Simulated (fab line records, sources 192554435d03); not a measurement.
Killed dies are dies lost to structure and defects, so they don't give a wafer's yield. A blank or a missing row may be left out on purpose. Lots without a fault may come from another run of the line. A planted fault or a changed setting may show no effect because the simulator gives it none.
fab line records | flow n5_finfet
record lots=13 wafers=34 last_day=18
route steps=1938 shown PMOS_HMC_CHANNEL_EPI@81 FIN_SAQP@95 PASSIVATION@1936
lots that met no fault: from a run of the same line without faults
start_h: hours from the record's first day to the start of the lot's first wafer shown | wait_h: hours since the lot's step before | " the same as in the row above | L1.1+2: a row that stands for several wafers | - no value, or no start given | * or withheld: withheld | < > ~ a bound
route shown NAME@n: a module of which the file shows steps, and the number in the route of the first | usual: mean/standard deviation of fault-free wafers | same: alike in all rows | chamber/n: place in a boat | sites: the reading at each site | _std_site: their standard deviation | _edge_site: outer sites' mean less inner sites' | radius_mm: how far each site lies from the wafer's centre | mask NAME#n: copy n | behind: the tool/chamber that last shaped the wafer | hold: why the lot was held/for how many hours/how that ended | device: the transistor (n, p or np) that didn't switch | end of line: the same wafers' tests at the end of the route | a step without rows: its recipe alone | killed: dies lost to structure and defects at the first sort, not the wafer's yield | map: a wafer's dies, x killed, . not, _ none there
set.NAME: the setting as run; set.NAME@STEP: as run at that earlier step | model.NAME: the simulator's own value behind a step, which no gauge read
steps of the route over a sample of lots; a table a step, a row a wafer
services: from which hour (start_h, from the record's first day; less than 0 if before it) a tool's chamber was out of use, for how many hours, and why
## steps
# step N5_PMOS_HMC_CHANNEL_EPI_CMP_21
# recipe material=SiGe30 post_cmp_clean=alkaline_brush target_thk_nm=54
# usual motor_current_A=12.0/1.5
# columns lot.wafer tool chamber start_h wait_h motor_current_A
L439.4 cmp-01 1 20.04 0.1 14.3
L439.6 " 0 " " 10.7
L440.1 cmp-03 3 26.23 0.1 11.1
L440.4 " 0 " " 11.5
L440.2 " 1 " " 11.1
L441.2 cmp-02 2 31.27 0.1 12.5
L441.3 " 3 " " 13.7
L445.3 cmp-01 3 55.97 0.1 10.2
L445.4 " 0 " " 10.8
L445.1 " 1 " " 14.5
L450.1 cmp-01 0 85.49 0.1 11.0
L450.2 " 1 " " 14.1
L450.6 " 2 " " 11.9
L451.2 cmp-03 1 90.86 0.1 11.1
L451.6 " 0 " " 11.1
L451.5 " 1 " " 11.7
L452.3 cmp-01 3 98.36 0.3 10.2
L452.2 " 1 " " 14.4
L452.6 " 3 " " 10.8
L453.1 cmp-01 0 103.22 0.1 10.6
L453.3 " 1 " " 14.1
L453.2 " 2 " " 11.9
L454.2 cmp-03 2 109.25 0.0 15.3
L454.4 " 1 " " 10.8
L454.6 " 3 " " 11.5
L455.1 cmp-02 2 115.43 0.1 12.0
L455.3 " 3 " " 13.7
L455.5 " 1 " " 11.2
L458.1 cmp-02 1 133.40 0.1 11.6
L458.6 " 0 " " 11.8
L459.3 cmp-01 3 140.00 0.1 9.8
L459.5 " 1 " " 14.5
L460.2 cmp-03 0 146.07 0.1 11.5
L460.4 " 2 " " 14.4
# step N5_PMOS_HMC_CHANNEL_EPI_INSPECT_30
# recipe inspect_instrument=darkfield mode=post_epi
# usual raw_defect_count=18/6.4
# columns lot.wafer tool chamber start_h wait_h raw_defect_count
L439.4 defect_inspect-02 - 20.86 0.0 16
L439.6 " - " " 19
L440.1 defect_inspect-02 - 26.97 0.0 15
L440.2 " - " " 23
L440.4 " - " " 15
L441.2 defect_inspect-02 - 32.01 0.0 12
L441.3 " - " " 25
L445.1 defect_inspect-01 - 56.80 0.0 11
L445.3 " - " " 14
L445.4 " - " " 18
L450.1 defect_inspect-01 - 86.20 0.0 13
L450.2 " - " " 16
L450.6 " - " " 29
L451.2 defect_inspect-01 - 91.60 0.0 17
L451.5 " - " " 17
L451.6 " - " " 16
L452.2 defect_inspect-01 - 99.10 0.0 17
L452.3 " - " " 17
L452.6 " - " " 23
L453.1 defect_inspect-01 - 103.96 0.0 28
L453.2 " - " " 25
L453.3 " - " " 8
L454.2 defect_inspect-02 - 110.03 0.0 9
L454.4 " - " " 7
L454.6 " - " " 20
L455.1 defect_inspect-02 - 116.23 0.0 22
L455.3 " - " " 28
L455.5 " - " " 13
L458.1 defect_inspect-02 - 134.12 0.0 15
L458.6 " - " " 20
L459.3 defect_inspect-02 - 140.66 0.0 15
L459.5 " - " " 8
L460.2 defect_inspect-01 - 146.81 0.0 7
L460.4 " - " " 17
# step N5_FIN_SAQP_DENSIFY_62
# recipe temp_c=700 time_s=60 ambient=N2 idle_temp_c=600 ramp_up_c_per_s=150 ramp_down_c_per_s=60 cool_to_c=600
# usual lamp_power_pct=9.85/0.048 lamp_zone_6_pct=9.770/0.01 wafer_temp_C_max=703.2/0.61
# columns lot.wafer tool chamber start_h wait_h lamp_power_pct lamp_zone_6_pct wafer_temp_C_max
L439.4 rtp_anneal-02 0 21.30 0.2 9.87 9.768 704.1
L439.6 " 0 " " 9.92 9.775 702.7
L440.1 rtp_anneal-01 0 27.50 0.3 9.89 9.768 702.3
L440.2 " 0 " " 9.82 9.768 703.8
L440.4 " 0 " " 9.87 9.769 702.5
L441.2 rtp_anneal-01 0 32.50 0.1 9.82 9.755 704.1
L441.3 " 0 " " 9.88 9.777 703.9
L445.1 rtp_anneal-01 0 57.29 0.3 9.83 9.774 702.8
L445.3 " 0 " " 9.85 9.751 702.2
L445.4 " 0 " " 9.84 9.763 703.5
L450.1 rtp_anneal-01 0 86.54 0.1 9.86 9.765 702.7
L450.2 " 0 " " 9.90 9.749 703.6
L450.6 " 0 " " 9.88 9.780 703.2
L451.2 rtp_anneal-02 0 91.95 0.2 9.84 9.770 702.6
L451.5 " 0 " " 9.90 9.769 702.5
L451.6 " 0 " " 9.85 9.777 703.1
L452.2 rtp_anneal-01 0 101.02 0.2 9.85 9.769 703.1
L452.3 " 0 " " 9.92 9.774 702.3
L452.6 " 0 " " 9.83 9.782 703.0
L453.1 rtp_anneal-02 0 104.47 0.3 9.84 9.766 702.8
L453.2 " 0 " " 9.84 9.765 702.8
L453.3 " 0 " " 9.88 9.762 702.7
L454.2 rtp_anneal-01 0 110.63 0.1 9.87 9.770 702.3
L454.4 " 0 " " 9.83 9.754 703.1
L454.6 " 0 " " 9.81 9.774 703.7
L455.1 rtp_anneal-01 0 116.69 0.3 9.84 9.780 703.0
L455.3 " 0 " " 9.85 9.757 703.5
L455.5 " 0 " " 9.82 9.770 703.5
L458.1 rtp_anneal-01 0 134.56 0.2 9.81 9.781 702.5
L458.6 " 0 " " 9.88 9.772 702.9
L459.3 rtp_anneal-02 0 141.15 0.3 9.83 9.785 703.1
L459.5 " 0 " " 9.84 9.754 703.1
L460.2 rtp_anneal-01 0 147.16 0.1 9.78 9.758 703.7
L460.4 " 0 " " 9.86 9.766 702.9
# step N5_FIN_SAQP_EXPOSE_13
# recipe mask_id=FIN_CORE na=1.35 source_shape=dipole sigma_inner=0.538 sigma_outer=0.738 polarization=te target_cd_nm=35.6 dose_mj=63.25
# usual exposure_dose_mJ_cm2=63.23/0.06
# columns lot.wafer tool chamber start_h wait_h mask exposure_dose_mJ_cm2
L439.4 arfi_scanner-03 0 22.06 - FIN_CORE#0 63.35
L439.6 " 0 " " FIN_CORE#0 63.24
L440.1 arfi_scanner-03 0 28.26 - FIN_CORE#0 63.21
L440.2 " 0 " " FIN_CORE#0 63.26
L440.4 " 0 " " FIN_CORE#0 63.18
L441.2 arfi_scanner-02 0 33.40 - FIN_CORE#0 63.23
L441.3 " 0 " " FIN_CORE#0 63.19
L445.1 arfi_scanner-03 0 58.15 - FIN_CORE#0 63.24
L445.3 " 0 " " FIN_CORE#0 63.20
L445.4 " 0 " " FIN_CORE#0 63.19
L450.1 arfi_scanner-03 0 87.47 - FIN_CORE#0 56.56
L450.2 " 0 " " FIN_CORE#0 56.46
L450.6 " 0 " " FIN_CORE#0 56.58
L451.2 arfi_scanner-03 0 92.75 - FIN_CORE#0 57.90
L451.5 " 0 " " FIN_CORE#0 57.93
L451.6 " 0 " " FIN_CORE#0 57.90
L452.2 arfi_scanner-03 0 101.75 - FIN_CORE#0 59.02
L452.3 " 0 " " FIN_CORE#0 58.96
L452.6 " 0 " " FIN_CORE#0 58.97
L453.1 arfi_scanner-01 0 105.42 - FIN_CORE#0 63.17
L453.2 " 0 " " FIN_CORE#0 63.20
L453.3 " 0 " " FIN_CORE#0 63.24
L454.2 arfi_scanner-02 0 111.48 - FIN_CORE#0 63.25
L454.4 " 0 " " FIN_CORE#0 63.19
L454.6 " 0 " " FIN_CORE#0 63.17
L455.1 arfi_scanner-01 0 117.56 - FIN_CORE#0 63.19
L455.3 " 0 " " FIN_CORE#0 63.18
L455.5 " 0 " " FIN_CORE#0 63.11
L458.1 arfi_scanner-02 0 135.52 - FIN_CORE#0 63.23
L458.6 " 0 " " FIN_CORE#0 63.26
L459.3 arfi_scanner-02 0 141.84 - FIN_CORE#0 63.14
L459.5 " 0 " " FIN_CORE#0 63.21
L460.2 arfi_scanner-01 0 148.00 - FIN_CORE#0 63.24
L460.4 " 0 " " FIN_CORE#0 63.29
# step N5_FIN_SAQP_CD_MEAS_16
# recipe target_cd_nm=35.6 landing_energy_ev=500 detector=se_inlens
# usual cd_nm=35.5/0.41
# columns lot.wafer tool chamber start_h wait_h cd_nm
L439.4 cd_sem-03 0 22.18 - 35.2
L439.6 " 0 " " 35.4
L440.1 cd_sem-02 0 28.39 - 35.7
L440.2 " 0 " " 35.3
L440.4 " 0 " " 34.9
L441.2 cd_sem-02 0 33.52 - 36.1
L441.3 " 0 " " 34.5
L445.1 cd_sem-01 0 58.28 - 36.1
L445.3 " 0 " " 35.5
L445.4 " 0 " " 36.0
L450.1 cd_sem-03 0 87.60 - 38.9
L450.2 " 0 " " 38.4
L450.6 " 0 " " 38.5
L451.2 cd_sem-01 0 92.88 - 37.6
L451.5 " 0 " " 37.5
L451.6 " 0 " " 37.4
L452.2 cd_sem-03 0 101.88 - 37.3
L452.3 " 0 " " 37.1
L452.6 " 0 " " 36.6
L453.1 cd_sem-02 0 105.55 - 36.0
L453.2 " 0 " " 35.2
L453.3 " 0 " " 36.0
L454.2 cd_sem-01 0 111.61 - 35.8
L454.4 " 0 " " 35.8
L454.6 " 0 " " 35.9
L455.1 cd_sem-01 0 117.69 - 35.5
L455.3 " 0 " " 35.8
L455.5 " 0 " " 35.5
L458.1 cd_sem-03 0 135.65 - 35.4
L458.6 " 0 " " 35.2
L459.3 cd_sem-02 0 141.96 - 35.3
L459.5 " 0 " " 35.8
L460.2 cd_sem-02 0 148.13 - 35.8
L460.4 " 0 " " 35.2
# step N5_PASSIVATION_PROBE_49
# usual defect_limited_yield=91.1/1.3 killed_at_M0_to_M3=32/9.7 killed_at_M4_up=16/6 killed_at_contacts=12/5.9 killed_at_front_end=41/11 killed_at_other=4/3.1 killed_dies=104/16 killed_open=68/12 killed_short=34/7.4 sort_bin_5_function=5.1/0.85 sort_bin_6_memory=3.3/0.66 sort_bin_8_speed=0.1/0.53 sort_n_pass=1075/16 sort_yield_pct=91.1/1.4
# same gross_dies=1180 killed_at_back_side=0 sort_bin_4_leakage[%]=0
# columns lot.wafer tool chamber start_h wait_h defect_limited_yield[%] killed_at_M0_to_M3 killed_at_M4_up killed_at_contacts killed_at_front_end killed_at_other killed_dies killed_open killed_short sort_bin_5_function[%] sort_bin_6_memory[%] sort_bin_8_speed[%] sort_n_pass sort_yield_pct[%]
L450.2 prober-02 - 366.00 0.1 92.5 19 14 11 43 2 89 57 30 4.2 2.9 0 1091 92.5
L450.6 prober-02 - 366.20 0.3 91.5 22 14 27 37 0 100 71 25 5.0 3.1 0 1080 91.5
L452.2 prober-02 - 376.96 0.1 90.0 39 22 12 43 2 118 85 32 5.6 3.8 0 1062 90.0
# killed by level:class
L450.2 FIN_SAQP:geometric_particle:open=18 MOL_CONTACT_COAG:geometric_particle:open=8 BEOL_M0_SAQP:geometric_particle:open=5 FIN_SAQP:geometric_particle:short=4 STI_FIN_REVEAL:geometric_particle:open=4 DUMMY_GATE:geometric_particle:open=4 BEOL_M1:geometric_particle:open=3 MOL_CONTACT_COAG:geometric_particle:short=3
L450.6 MOL_CONTACT_COAG:geometric_particle:open=22 FIN_SAQP:geometric_particle:open=10 STI_FIN_REVEAL:geometric_particle:open=5 MOL_CONTACT_COAG:geometric_particle:short=5 BEOL_M0_SAQP:geometric_particle:open=5 BEOL_M2:geometric_particle:open=5 BEOL_M5:geometric_particle:open=5 FIN_SAQP:geometric_particle:short=4
L452.2 BEOL_M4:geometric_particle:open=16 STI_FIN_REVEAL:geometric_particle:open=13 MOL_CONTACT_COAG:geometric_particle:open=10 BEOL_M1:geometric_particle:open=9 BEOL_M0_SAQP:geometric_particle:open=8 DUMMY_GATE:geometric_particle:open=7 FIN_SAQP:geometric_particle:open=6 BEOL_M2:geometric_particle:open=6
## services
# columns tool chamber start_h hours kind
arfi_scanner-01 - -2.06 1.3 pm
cmp-02 - 2.03 1.2 repair
cmp-02 - 14.18 5.0 pm
arfi_scanner-01 - 15.61 14.0 repair
cmp-01 - 29.83 6.7 pm
arfi_scanner-03 - 30.56 1.3 pm
arfi_scanner-02 - 34.31 1.3 pm
arfi_scanner-02 - 35.61 1.0 pm
cmp-01 - 36.79 7.5 pm
cmp-01 - 47.67 1.3 repair
cmp-01 - 50.60 1.9 repair
cmp-02 - 54.98 4.0 pm
arfi_scanner-02 - 61.09 17.2 repair
arfi_scanner-03 0 69.72 - calibration
arfi_scanner-02 - 78.97 3.1 pm
arfi_scanner-03 - 79.07 6.0 repair
arfi_scanner-01 - 83.38 1.0 pm
arfi_scanner-02 - 93.43 3.6 repair
arfi_scanner-03 - 103.84 1.0 pm
arfi_scanner-02 - 107.96 1.0 pm
arfi_scanner-02 - 117.68 0.8 pm
cmp-03 - 119.44 0.9 repair
arfi_scanner-01 - 123.44 1.3 pm
cmp-01 - 147.27 0.3 repair
## key
first_sign step=N5_FIN_SAQP_EXPOSE_13 reading=exposure_dose_mJ_cm2 direction=down sigmas=91 usual=63.23 struck=57.81
effect step=N5_FIN_SAQP_CD_MEAS_16 reading=cd_nm direction=up sigmas=5.5 usual=35.5 struck=37.7 through=control_loop
met_at N5_FIN_SAQP_EXPOSE_13
struck_lots L450,L451,L452
rows_end L451.2,L451.5,L451.6
loop_trim step=N5_FIN_SAQP_EXPOSE_13 setting=dose lots=L451,L452
not_acting_at N5_PMOS_HMC_CHANNEL_EPI_CMP_21,N5_PMOS_HMC_CHANNEL_EPI_INSPECT_30,N5_FIN_SAQP_DENSIFY_62
onset_between 58.15 87.47
fault kind=process_parameter_drift tool=arfi_scanner-03 chamber=- onset_h=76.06 steps=N5_FIN_SAQP_EXPOSE_13 channel=dose_mj offset=-6.6627 shape=step acts_in=these_recipes_only stated=63.25
# rows_end: these wafers met a further fault down the route, and their rows from its step on are left out
# loop_trim: a control loop set the setting to another value than it would have without faults
